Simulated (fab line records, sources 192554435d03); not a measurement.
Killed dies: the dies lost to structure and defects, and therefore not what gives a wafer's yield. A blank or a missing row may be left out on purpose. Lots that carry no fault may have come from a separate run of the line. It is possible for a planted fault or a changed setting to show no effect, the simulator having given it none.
Which tool did it? :: flow n5_finfet :: Sampling: 9 lots, 27 wafers, 5 of 1938 route steps

## WHAT THE GAUGES READ, wafer by wafer
The record holds no reading of a measuring or inspecting step that can be judged against a usual standard deviation.

## WHAT TOOL EACH LOT RAN ON (gives the tool, then ch and the chambers of the sampled wafers, and finally the start)
lot: L183
N5_BEOL_M6_ETCH_66: rie_diel-06 ch 0,1,3, day 9 18:16
N5_PASSIVATION_DESCUM_12: rie_diel-03 ch 0,1,3, day 13 03:50
N5_PASSIVATION_DESCUM_32: rie_diel-05 ch 0,1,2, day 13 05:20
N5_PASSIVATION_ETCH_54: rie_diel-06 ch 0,1,2, day 13 07:20
N5_PASSIVATION_PROBE_49: -

lot: L184
N5_BEOL_M6_ETCH_66: rie_diel-05 ch 0,1, day 9 21:29
N5_PASSIVATION_DESCUM_12: rie_diel-02 ch 0,1, day 13 08:40
N5_PASSIVATION_DESCUM_32: rie_diel-01 ch 0,2,3, day 13 10:29
N5_PASSIVATION_ETCH_54: rie_diel-06 ch 0,1,3, day 13 12:42
N5_PASSIVATION_PROBE_49: -

lot: L189
N5_BEOL_M6_ETCH_66: rie_diel-06 ch 1,2,3, day 11 01:24
N5_PASSIVATION_DESCUM_12: rie_diel-04 ch 0,1,3, day 14 11:29
N5_PASSIVATION_DESCUM_32: rie_diel-05 ch 0,1,2, day 14 13:05
N5_PASSIVATION_ETCH_54: rie_diel-05 ch 0,1,2, day 14 15:22
N5_PASSIVATION_PROBE_49: -

lot: L192
N5_BEOL_M6_ETCH_66: rie_diel-01 ch 0,2,3, day 11 04:34
N5_PASSIVATION_DESCUM_12: rie_diel-04 ch 2,3, day 14 16:43
N5_PASSIVATION_DESCUM_32: rie_diel-05 ch 0,1, day 14 18:16
N5_PASSIVATION_ETCH_54: rie_diel-01 ch 0,1,2, day 14 20:23
N5_PASSIVATION_PROBE_49: -

lot: L190
N5_BEOL_M6_ETCH_66: rie_diel-01 ch 0,1, day 11 20:00
N5_PASSIVATION_DESCUM_12: rie_diel-04 ch 0,3, day 15 04:51
N5_PASSIVATION_DESCUM_32: rie_diel-06 ch 1,2, day 15 06:13
N5_PASSIVATION_ETCH_54: rie_diel-01 ch 0,1,3, day 15 08:13
N5_PASSIVATION_PROBE_49: -

lot: L191
N5_BEOL_M6_ETCH_66: rie_diel-01 ch 0,2,3, day 12 00:12
N5_PASSIVATION_DESCUM_12: rie_diel-03 ch 1,2, day 15 07:53
N5_PASSIVATION_DESCUM_32: rie_diel-01 ch 1,2,3, day 15 11:50
N5_PASSIVATION_ETCH_54: rie_diel-01 ch 0,1, day 15 13:50
N5_PASSIVATION_PROBE_49: -

lot: L195
N5_BEOL_M6_ETCH_66: rie_diel-01 ch 0,2,3, day 12 02:17
N5_PASSIVATION_DESCUM_12: rie_diel-02 ch 2,3, day 15 15:08
N5_PASSIVATION_DESCUM_32: rie_diel-01 ch 1,2,3, day 15 17:28
N5_PASSIVATION_ETCH_54: rie_diel-06 ch 0,2, day 15 19:47
N5_PASSIVATION_PROBE_49: -

lot: L201
N5_BEOL_M6_ETCH_66: rie_diel-01 ch 0,1,2, day 13 19:20
N5_PASSIVATION_DESCUM_12: rie_diel-04 ch 0,3, day 17 06:02
N5_PASSIVATION_DESCUM_32: rie_diel-05 ch 0,1,3, day 17 07:46
N5_PASSIVATION_ETCH_54: rie_diel-01 ch 0,1,3, day 17 09:46
N5_PASSIVATION_PROBE_49: prober-02, day 17 12:33

lot: L204
N5_BEOL_M6_ETCH_66: rie_diel-05 ch 0,1,2, day 15 05:05
N5_PASSIVATION_DESCUM_12: rie_diel-04 ch 1,2,3, day 18 22:33
N5_PASSIVATION_DESCUM_32: rie_diel-01 ch 0,1, day 19 00:11
N5_PASSIVATION_ETCH_54: rie_diel-05 ch 0,3, day 19 02:34
N5_PASSIVATION_PROBE_49: -
- N5_BEOL_M6_ETCH_66: etches SOC in N2/H2, target depth 80 nm, overetch 16 nm, time 120 s.
- N5_PASSIVATION_DESCUM_12: chemistry O2, time 7.9 s.
- N5_PASSIVATION_DESCUM_32: chemistry O2, time 7.9 s.
- N5_PASSIVATION_ETCH_54: etches SiO2 in CHF3/O2, target depth 880 nm, time 440 s.
- N5_PASSIVATION_PROBE_49

## AS READ BY THE TOOLS THEMSELVES (means over the sampled wafers that have a number; for cases with no such wafer, the mark the record gives instead)
N5_BEOL_M6_ETCH_66. Usual: value, then standard deviation, for each; drypump_motor_current_A 5.6 A / 0.59; h2_flow_sccm 200.0 sccm / 0.59; oes_product_au 0.61 a.u. / 0.073; rf_vpp_V 523.3 V / 2.6; showerhead_plenum_p_Torr 2.52 Torr / 0.089; temp_c 40.00 C / 0.11; throttle_valve_pct 17.80 % / 0.3.
lot: L183
tool: rie_diel-06
drypump_motor_current_A (A): 5.3
h2_flow_sccm (sccm): 200.4
oes_product_au (a.u.): 0.56
rf_vpp_V (V): 521.9
showerhead_plenum_p_Torr (Torr): 2.47
temp_c (C): 39.96
throttle_valve_pct (%): 18.07
flag: 

lot: L184
tool: rie_diel-05
drypump_motor_current_A (A): 6.0
h2_flow_sccm (sccm): 199.6
oes_product_au (a.u.): 0.62
rf_vpp_V (V): 521.0
showerhead_plenum_p_Torr (Torr): 2.48
temp_c (C): 39.98
throttle_valve_pct (%): 17.65
flag: 

lot: L189
tool: rie_diel-06
drypump_motor_current_A (A): 5.7
h2_flow_sccm (sccm): 200.0
oes_product_au (a.u.): 0.61
rf_vpp_V (V): 522.2
showerhead_plenum_p_Torr (Torr): 2.52
temp_c (C): 40.08
throttle_valve_pct (%): 17.99
flag: 

lot: L192
tool: rie_diel-01
drypump_motor_current_A (A): 5.5
h2_flow_sccm (sccm): 199.4
oes_product_au (a.u.): 0.64
rf_vpp_V (V): 523.1
showerhead_plenum_p_Torr (Torr): 2.51
temp_c (C): 40.05
throttle_valve_pct (%): 17.62
flag: 

lot: L190
tool: rie_diel-01
drypump_motor_current_A (A): 5.0
h2_flow_sccm (sccm): 199.9
oes_product_au (a.u.): 0.57
rf_vpp_V (V): 522.8
showerhead_plenum_p_Torr (Torr): 2.50
temp_c (C): 40.06
throttle_valve_pct (%): 17.87
flag: 

lot: L191
tool: rie_diel-01
drypump_motor_current_A (A): 5.6
h2_flow_sccm (sccm): 200.1
oes_product_au (a.u.): 0.64
rf_vpp_V (V): 523.1
showerhead_plenum_p_Torr (Torr): 2.50
temp_c (C): 39.94
throttle_valve_pct (%): 17.64
flag: 

lot: L195
tool: rie_diel-01
drypump_motor_current_A (A): 5.5
h2_flow_sccm (sccm): 199.4
oes_product_au (a.u.): 0.63
rf_vpp_V (V): 522.6
showerhead_plenum_p_Torr (Torr): 2.50
temp_c (C): 39.92
throttle_valve_pct (%): 17.64
flag: 

lot: L201
tool: rie_diel-01
drypump_motor_current_A (A): 5.5
h2_flow_sccm (sccm): 200.3
oes_product_au (a.u.): 0.58
rf_vpp_V (V): 522.8
showerhead_plenum_p_Torr (Torr): 2.50
temp_c (C): 39.88
throttle_valve_pct (%): 17.72
flag: 

lot: L204
tool: rie_diel-05
drypump_motor_current_A (A): 5.8
h2_flow_sccm (sccm): 199.8
oes_product_au (a.u.): 0.66
rf_vpp_V (V): 523.2
showerhead_plenum_p_Torr (Torr): 2.51
temp_c (C): 40.01
throttle_valve_pct (%): 17.57
flag: 

N5_PASSIVATION_DESCUM_12. Usual: drypump_motor_current_A 5.7 A, standard deviation 0.39; oes_product_au 0.80 a.u., standard deviation 0.098; rf_vpp_V 243.3 V, standard deviation 1.4; showerhead_plenum_p_Torr 2.11 Torr, standard deviation 0.083; temp_c 40.01 C, standard deviation 0.11; throttle_valve_pct 20.40 %, standard deviation 0.22.
lot: L183
tool: rie_diel-03
drypump_motor_current_A (A): 5.7
oes_product_au (a.u.): 0.75
rf_vpp_V (V): 243.4
showerhead_plenum_p_Torr (Torr): 2.08
temp_c (C): 40.04
throttle_valve_pct (%): 20.28
flag: 

lot: L184
tool: rie_diel-02
drypump_motor_current_A (A): 6.1
oes_product_au (a.u.): 0.92
rf_vpp_V (V): 243.3
showerhead_plenum_p_Torr (Torr): 2.06
temp_c (C): 40.07
throttle_valve_pct (%): 20.07
flag: 

lot: L189
tool: rie_diel-04
drypump_motor_current_A (A): 5.7
oes_product_au (a.u.): 0.92
rf_vpp_V (V): 244.9
showerhead_plenum_p_Torr (Torr): 2.20
temp_c (C): 40.03
throttle_valve_pct (%): 20.35
flag: 

lot: L192
tool: rie_diel-04
drypump_motor_current_A (A): 6.1
oes_product_au (a.u.): 0.77
rf_vpp_V (V): 244.0
showerhead_plenum_p_Torr (Torr): 2.16
temp_c (C): 39.99
throttle_valve_pct (%): 20.54
flag: 

lot: L190
tool: rie_diel-04
drypump_motor_current_A (A): 6.0
oes_product_au (a.u.): 0.87
rf_vpp_V (V): 245.2
showerhead_plenum_p_Torr (Torr): 2.22
temp_c (C): 40.15
throttle_valve_pct (%): 20.49
flag: 

lot: L191
tool: rie_diel-03
drypump_motor_current_A (A): 5.9
oes_product_au (a.u.): 0.73
rf_vpp_V (V): 242.0
showerhead_plenum_p_Torr (Torr): 2.01
temp_c (C): 39.94
throttle_valve_pct (%): 20.44
flag: 

lot: L195
tool: rie_diel-02
drypump_motor_current_A (A): 5.6
oes_product_au (a.u.): 0.80
rf_vpp_V (V): 243.6
showerhead_plenum_p_Torr (Torr): 2.14
temp_c (C): 40.10
throttle_valve_pct (%): 20.66
flag: 

lot: L201
tool: rie_diel-04
drypump_motor_current_A (A): 6.0
oes_product_au (a.u.): 0.85
rf_vpp_V (V): 244.9
showerhead_plenum_p_Torr (Torr): 2.21
temp_c (C): 40.13
throttle_valve_pct (%): 20.51
flag: 

lot: L204
tool: rie_diel-04
drypump_motor_current_A (A): 5.8
oes_product_au (a.u.): 0.77
rf_vpp_V (V): 244.0
showerhead_plenum_p_Torr (Torr): 2.13
temp_c (C): 40.03
throttle_valve_pct (%): 20.46
flag: 

N5_PASSIVATION_DESCUM_32. Usual: drypump_motor_current_A 5.6 A, standard deviation 0.54; oes_product_au 0.82 a.u., standard deviation 0.08; rf_vpp_V 243.0 V, standard deviation 1.3; showerhead_plenum_p_Torr 2.07 Torr, standard deviation 0.062; temp_c 40.01 C, standard deviation 0.099; throttle_valve_pct 20.32 %, standard deviation 0.25.
lot: L183
tool: rie_diel-05
drypump_motor_current_A (A): 5.8
oes_product_au (a.u.): 0.90
rf_vpp_V (V): 242.3
showerhead_plenum_p_Torr (Torr): 2.08
temp_c (C): 40.09
throttle_valve_pct (%): 20.13
flag: 

lot: L184
tool: rie_diel-01
drypump_motor_current_A (A): 5.5
oes_product_au (a.u.): 0.82
rf_vpp_V (V): 243.0
showerhead_plenum_p_Torr (Torr): 2.06
temp_c (C): 40.07
throttle_valve_pct (%): 20.29
flag: 

lot: L189
tool: rie_diel-05
drypump_motor_current_A (A): 5.8
oes_product_au (a.u.): 0.88
rf_vpp_V (V): 242.3
showerhead_plenum_p_Torr (Torr): 2.07
temp_c (C): 39.98
throttle_valve_pct (%): 20.16
flag: 

lot: L192
tool: rie_diel-05
drypump_motor_current_A (A): 5.9
oes_product_au (a.u.): 0.88
rf_vpp_V (V): 242.7
showerhead_plenum_p_Torr (Torr): 2.05
temp_c (C): 40.05
throttle_valve_pct (%): 20.20
flag: 

lot: L190
tool: rie_diel-06
drypump_motor_current_A (A): 6.0
oes_product_au (a.u.): 0.85
rf_vpp_V (V): 243.5
showerhead_plenum_p_Torr (Torr): 2.14
temp_c (C): 39.97
throttle_valve_pct (%): 20.41
flag: 

lot: L191
tool: rie_diel-01
drypump_motor_current_A (A): 5.6
oes_product_au (a.u.): 0.78
rf_vpp_V (V): 243.1
showerhead_plenum_p_Torr (Torr): 2.06
temp_c (C): 40.05
throttle_valve_pct (%): 20.19
flag: 

lot: L195
tool: rie_diel-01
drypump_motor_current_A (A): 5.6
oes_product_au (a.u.): 0.78
rf_vpp_V (V): 243.3
showerhead_plenum_p_Torr (Torr): 2.06
temp_c (C): 39.93
throttle_valve_pct (%): 20.21
flag: 

lot: L201
tool: rie_diel-05
drypump_motor_current_A (A): 6.0
oes_product_au (a.u.): 0.86
rf_vpp_V (V): 242.6
showerhead_plenum_p_Torr (Torr): 2.06
temp_c (C): 39.97
throttle_valve_pct (%): 20.29
flag: 

lot: L204
tool: rie_diel-01
drypump_motor_current_A (A): 5.0
oes_product_au (a.u.): 0.71
rf_vpp_V (V): 241.8
showerhead_plenum_p_Torr (Torr): 2.01
temp_c (C): 40.04
throttle_valve_pct (%): 20.63
flag: 

N5_PASSIVATION_ETCH_54. Usual: O2_flow_sccm 4.998 sccm, standard deviation 0.013; drypump_motor_current_A 5.6 A, standard deviation 0.55; oes_product_au 0.81 a.u., standard deviation 0.081; rf_vpp_V 527 V, standard deviation 7.4; showerhead_plenum_p_Torr 2.41 Torr, standard deviation 0.088; throttle_valve_pct 18.77 %, standard deviation 0.26.
lot: L183
tool: rie_diel-06
O2_flow_sccm (sccm): 4.995
drypump_motor_current_A (A): 5.7
oes_product_au (a.u.): 0.79
rf_vpp_V (V): 523
showerhead_plenum_p_Torr (Torr): 2.43
throttle_valve_pct (%): 18.93
flag: 

lot: L184
tool: rie_diel-06
O2_flow_sccm (sccm): 4.996
drypump_motor_current_A (A): 5.3
oes_product_au (a.u.): 0.78
rf_vpp_V (V): 526
showerhead_plenum_p_Torr (Torr): 2.44
throttle_valve_pct (%): 19.04
flag: 

lot: L189
tool: rie_diel-05
O2_flow_sccm (sccm): 5.005
drypump_motor_current_A (A): 5.8
oes_product_au (a.u.): 0.86
rf_vpp_V (V): 526
showerhead_plenum_p_Torr (Torr): 2.39
throttle_valve_pct (%): 18.52
flag: 

lot: L192
tool: rie_diel-01
O2_flow_sccm (sccm): 5.007
drypump_motor_current_A (A): 5.4
oes_product_au (a.u.): 0.74
rf_vpp_V (V): 525
showerhead_plenum_p_Torr (Torr): 2.37
throttle_valve_pct (%): 18.75
flag: 

lot: L190
tool: rie_diel-01
O2_flow_sccm (sccm): 5.008
drypump_motor_current_A (A): 5.1
oes_product_au (a.u.): 0.77
rf_vpp_V (V): 531
showerhead_plenum_p_Torr (Torr): 2.34
throttle_valve_pct (%): 18.78
flag: 

lot: L191
tool: rie_diel-01
O2_flow_sccm (sccm): 5.000
drypump_motor_current_A (A): 5.0
oes_product_au (a.u.): 0.72
rf_vpp_V (V): 528
showerhead_plenum_p_Torr (Torr): 2.35
throttle_valve_pct (%): 18.84
flag: 

lot: L195
tool: rie_diel-06
O2_flow_sccm (sccm): 4.992
drypump_motor_current_A (A): 5.9
oes_product_au (a.u.): 0.78
rf_vpp_V (V): 526
showerhead_plenum_p_Torr (Torr): 2.46
throttle_valve_pct (%): 18.87
flag: 

lot: L201
tool: rie_diel-01
O2_flow_sccm (sccm): 5.010
drypump_motor_current_A (A): 5.1
oes_product_au (a.u.): 0.76
rf_vpp_V (V): 530
showerhead_plenum_p_Torr (Torr): 2.34
throttle_valve_pct (%): 18.80
flag: 

lot: L204
tool: rie_diel-05
O2_flow_sccm (sccm): 4.995
drypump_motor_current_A (A): 6.1
oes_product_au (a.u.): 0.85
rf_vpp_V (V): 525
showerhead_plenum_p_Torr (Torr): 2.42
throttle_valve_pct (%): 18.84
flag: 

N5_PASSIVATION_PROBE_49. Usual: defect_limited_yield 91.2 %, standard deviation 1.4; killed_at_M0_to_M3 35, standard deviation 11; killed_at_M4_up 14, standard deviation 5.6; killed_at_contacts 12, standard deviation 5.6; killed_at_front_end 38, standard deviation 11; killed_at_other 4, standard deviation 3.4; killed_dies 103, standard deviation 17; killed_on_rim 13, standard deviation 3.5; killed_open 68, standard deviation 12; killed_short 33, standard deviation 8.8; sort_bin_5_function 5.1 %, standard deviation 0.89; sort_bin_6_memory 3.3 %, standard deviation 0.71; sort_n_pass 1077, standard deviation 17; sort_yield_pct 91.2 %, standard deviation 1.4.
lot: L201
tool: prober-02
defect_limited_yield (%): 88.1
killed_at_M0_to_M3: 32
killed_at_M4_up: 57
killed_at_contacts: 12
killed_at_front_end: 28
killed_at_other: 11
killed_dies: 140
killed_on_rim: 13
killed_open: 73
killed_short: 25
sort_bin_5_function (%): 7.5
sort_bin_6_memory (%): 3.3
sort_n_pass: 1040
sort_yield_pct (%): 88.1
flag: OFF

## THE ANSWER, worked out from the rows above alone
Rule: a lot is off if the mean of its wafers that have a number lies more than 3 standard deviations from the usual mean. A lot without any number at a reading at which 4 lots or more have one is off too. All remaining lots with rows at the step are treated as sound. After the gauges, taken in route order, come the tools' own readings; for these a lot's mean is taken, as printed above. At the first step where some lot is off, the reading lying furthest off is the one used; lots without a number count as furthest.
Off: L201 (N5_PASSIVATION_PROBE_49, killed_at_M4_up). Neither off nor sound, because the step has no rows for them: L183, L184, L189, L192, L190, L191, L195, L204.
A tool fits if, at that step or a process step before it, it ran every lot that is off, and no sound lot after the first of them. Can't be told from this: 4 tools fit, rie_diel-01 at N5_BEOL_M6_ETCH_66 and N5_PASSIVATION_ETCH_54, rie_diel-04 at N5_PASSIVATION_DESCUM_12, rie_diel-05 at N5_PASSIVATION_DESCUM_32, prober-02 at N5_PASSIVATION_PROBE_49.

## WHAT WAS PUT IN BY THE SIMULATOR
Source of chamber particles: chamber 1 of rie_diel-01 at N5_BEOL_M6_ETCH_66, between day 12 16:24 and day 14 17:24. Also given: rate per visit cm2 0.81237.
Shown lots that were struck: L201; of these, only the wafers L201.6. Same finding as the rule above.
